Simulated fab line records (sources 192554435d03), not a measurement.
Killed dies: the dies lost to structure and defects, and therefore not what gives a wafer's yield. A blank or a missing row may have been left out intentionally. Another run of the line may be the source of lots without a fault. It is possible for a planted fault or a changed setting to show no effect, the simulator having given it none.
Chamber matching / flow n5Finfet / N5_BEOL_M3_CMP_52 on cmp-01 has 4 sister chambers
The step polishes, stops on SiOC, t overpolish 6.8 s, target thk 40 nm. 8 wafers are shown with their chamber, then 7 later ones without.

## WAFERS WITH THEIR CHAMBER
wafer=L077.4; chamber=0; motorCurrentA (A)=5.2; timeToEndpointS (s)=57
wafer=L079.4; chamber=2; motorCurrentA (A)=6.3; timeToEndpointS (s)=62
wafer=L079.6; chamber=3; motorCurrentA (A)=6.2; timeToEndpointS (s)=70
wafer=L081.1; chamber=3; motorCurrentA (A)=6.2; timeToEndpointS (s)=69
wafer=L081.4; chamber=1; motorCurrentA (A)=6.3; timeToEndpointS (s)=60
wafer=L081.5; chamber=1; motorCurrentA (A)=6.5; timeToEndpointS (s)=61
wafer=L090.2; chamber=0; motorCurrentA (A)=5.4; timeToEndpointS (s)=53
wafer=L090.3; chamber=2; motorCurrentA (A)=6.7; timeToEndpointS (s)=58

## WAFERS MISSING THEIR CHAMBER
wafer=L090.6; motorCurrentA (A)=6.5; timeToEndpointS (s)=60
wafer=L094.1; motorCurrentA (A)=6.8; timeToEndpointS (s)=61
wafer=L094.4; motorCurrentA (A)=6.7; timeToEndpointS (s)=64
wafer=L094.5; motorCurrentA (A)=6.7; timeToEndpointS (s)=64
wafer=L097.1; motorCurrentA (A)=6.4; timeToEndpointS (s)=63
wafer=L097.2; motorCurrentA (A)=5.4; timeToEndpointS (s)=55
wafer=L097.3; motorCurrentA (A)=6.5; timeToEndpointS (s)=59

## CHAMBER TAKEN BY EACH
wafer=L090.6; from the rows above=can't be placed: 2 or 1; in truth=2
wafer=L094.1; from the rows above=can't be placed: 2 or 1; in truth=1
wafer=L094.4; from the rows above=can't be placed: 2 or 1 or 3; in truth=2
wafer=L094.5; from the rows above=can't be placed: 2 or 1 or 3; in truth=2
wafer=L097.1; from the rows above=can't be placed: 1 or 2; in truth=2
wafer=L097.2; from the rows above=0; in truth=0
wafer=L097.3; from the rows above=can't be placed: 2 or 1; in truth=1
Correctly placed: 1 of 7. Cannot be placed on the basis of these rows: 6; the candidates contain the true chamber in 6. Number placed wrongly: 0.
How it was worked out, from the rows above alone: a wafer's distance from a chamber is the root of the sum, over the readings, of the square of ((its reading less the chamber's mean) divided by the reading's scatter). If the next closest chamber is less than 2 further off than the closest, the wafer can't be placed; otherwise it belongs to the closest. The mean given for a chamber averages the wafers shown for that chamber. The scatter is the square root of a quotient: the sum, over the shown wafers, of each reading's squared deviation from its chamber's mean, divided by wafers minus chambers.
